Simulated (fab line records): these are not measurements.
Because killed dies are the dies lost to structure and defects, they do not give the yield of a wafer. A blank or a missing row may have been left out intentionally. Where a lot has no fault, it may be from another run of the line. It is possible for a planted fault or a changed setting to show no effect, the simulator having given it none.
Comparing a struck lot with a sound one	flow nand_harc	14 steps out of a route of 1302
Sound: these wafers, L630.2, L630.3, L630.4. Struck: wafer L650.4 (left out: L650.1, L650.3 of the same lot, which were not struck); the cause appears at the end.
Order at every step that has rows: each side's tool, ch and its chambers, its first start. Under that, the readings that differ: sound wafers	struck wafers	difference of the means	sigmas: that difference in standard deviations of wafers without a fault.
alike: readings with means less than 2 such deviations apart, plus words and numbers identical on both sides. not compared: withheld readings, readings lacking a value on some wafer, bounds such as >300 that could conceal the same value, and numbers that have no deviation in the record and whose values overlap.
Wherever a step has rows on one side only, a row that says differs or no value, or a row with sigmas, the two part there. Numbers that don't overlap but have no deviation are shown without sigmas and don't part them. Lack of a reading on every wafer of one side parts them only where that side has two or more wafers.

NHARC_A_STAIRCASE_HM_DEP_456: deposits aC, target thk 3100 nm.
  sound on acl_dep-02 ch 0, day 16 08:06; struck on acl_dep-02 ch 0, day 24 21:11
  alike: throttle_valve_pct
NHARC_A_STAIRCASE_DEP_259: deposits SiON, target thk 30 nm.
  sound on pecvd-01 ch 0,1,2, day 16 09:40; struck on pecvd-04 ch 0, day 24 23:06
  alike: heater_power_w
then, 9 steps without rows for these wafers: NHARC_A_STAIRCASE_DEHYDRATE_260 (time 120 s); NHARC_A_STAIRCASE_HMDS_261 (time 30 s); NHARC_A_STAIRCASE_COAT_262; NHARC_A_STAIRCASE_SOFTBAKE_263 (time 170 s); NHARC_A_STAIRCASE_EBR_264; NHARC_A_STAIRCASE_EXPOSE_265 (exposes mask CHOP 200); NHARC_A_STAIRCASE_PEB_266 (peb time 130 s); NHARC_A_STAIRCASE_DEVELOP_267 (time 140 s); NHARC_A_STAIRCASE_HARDBAKE_269 (time 140 s).
NHARC_A_STAIRCASE_DESCUM_270: chemistry O2, time 3 s.
  sound on rie_diel-13 ch 0,2, day 16 10:40; struck on rie_diel-13 ch 1, day 25 00:04
reading	sound	struck	difference	sigmas
run_length_s (s)	23.78 23.48 23.91	22.80	-0.92	-4
  alike: drypump_motor_current_A, o2_flow_sccm, oes_product_au, rf_vpp_V, showerhead_plenum_p_Torr, throttle_valve_pct
  not compared: rf_hours_counter_h
NHARC_A_STAIRCASE_ETCH_271: etches the open film in CF4/CHF3.
  sound on rie_diel-13 ch 0,2, day 16 10:45; struck on rie_diel-13 ch 1, day 25 00:14
  alike: drypump_motor_current_A, oes_product_au, rf_vpp_V, showerhead_plenum_p_Torr, throttle_valve_pct
  not compared: rf_hours_counter_h
-- jump in the record: it breaks off in module A_STAIRCASE and resumes in module END (first step shown: number 1302 of the route), and 8 days separate the struck wafers' starts before and after --
NHARC_END_SORT_01:
  sound on prober-01 ch 0, day 24 16:22; struck on prober-02 ch 0, day 33 06:56
  alike: killed_at_array, killed_at_other, killed_at_periphery, killed_dies, killed_open, killed_short

## WHERE THEY PART
Within this record, at NHARC_A_STAIRCASE_DESCUM_270 only. Later steps at which nothing parts them and some readings are alike: NHARC_A_STAIRCASE_ETCH_271, NHARC_END_SORT_01.

WHY: what the simulator had put in
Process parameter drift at NHARC_A_STAIRCASE_DESCUM_270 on rie_diel-13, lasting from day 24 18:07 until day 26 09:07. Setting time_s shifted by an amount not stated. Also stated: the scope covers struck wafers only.
